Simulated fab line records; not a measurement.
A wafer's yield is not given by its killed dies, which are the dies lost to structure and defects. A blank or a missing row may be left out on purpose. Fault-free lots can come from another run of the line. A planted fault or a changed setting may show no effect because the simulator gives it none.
Matching of chambers + flow nand harc + NHARC_A_M0_PRE_CLEAN_31 on pecvd-01: 3 sister chambers
The step time 12 s. 3 wafers are shown with their chamber, then 7 later ones without.

## WAFERS PAIRED WITH THEIR CHAMBERS
| wafer  | chamber | heater power w (W) |
|--------|---------|--------------------|
| L084.1 | 0       | 839                |
| L090.1 | 1       | 602                |
| L090.3 | 2       | 601                |

## WAFERS WITH NO CHAMBER GIVEN
| wafer  | heater power w (W) |
|--------|--------------------|
| L090.6 | 779                |
| L095.1 | 672                |
| L095.5 | 676                |
| L095.6 | 799                |
| L094.1 | 583                |
| L094.4 | 515                |
| L094.5 | 571                |

## CHAMBER TAKEN BY EACH
| wafer  | from the rows above          | in truth |
|--------|------------------------------|----------|
| L090.6 | can't be placed: 0 or 1      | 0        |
| L095.1 | can't be placed: 1 or 2 or 0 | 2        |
| L095.5 | can't be placed: 1 or 2 or 0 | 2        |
| L095.6 | 0                            | 0        |
| L094.1 | can't be placed: 2 or 1      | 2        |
| L094.4 | can't be placed: 2 or 1      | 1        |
| L094.5 | can't be placed: 2 or 1      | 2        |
Correctly placed: 1 of 7. From these rows, 6 cannot be placed; in 6 the true chamber is one of the candidates. Placed wrongly: 0.
How it was worked out, from the rows above alone: a wafer's distance from a chamber is the root of the sum, over the readings, of the square of ((its reading less the chamber's mean) divided by the reading's scatter). If the next closest chamber is less than 2 further off than the closest, the wafer can't be placed; otherwise it belongs to the closest. The mean given for a chamber averages the wafers shown for that chamber. The scatter: root of mean squared gap, hidden wafer to nearest shown wafer, with one shown wafer a chamber.
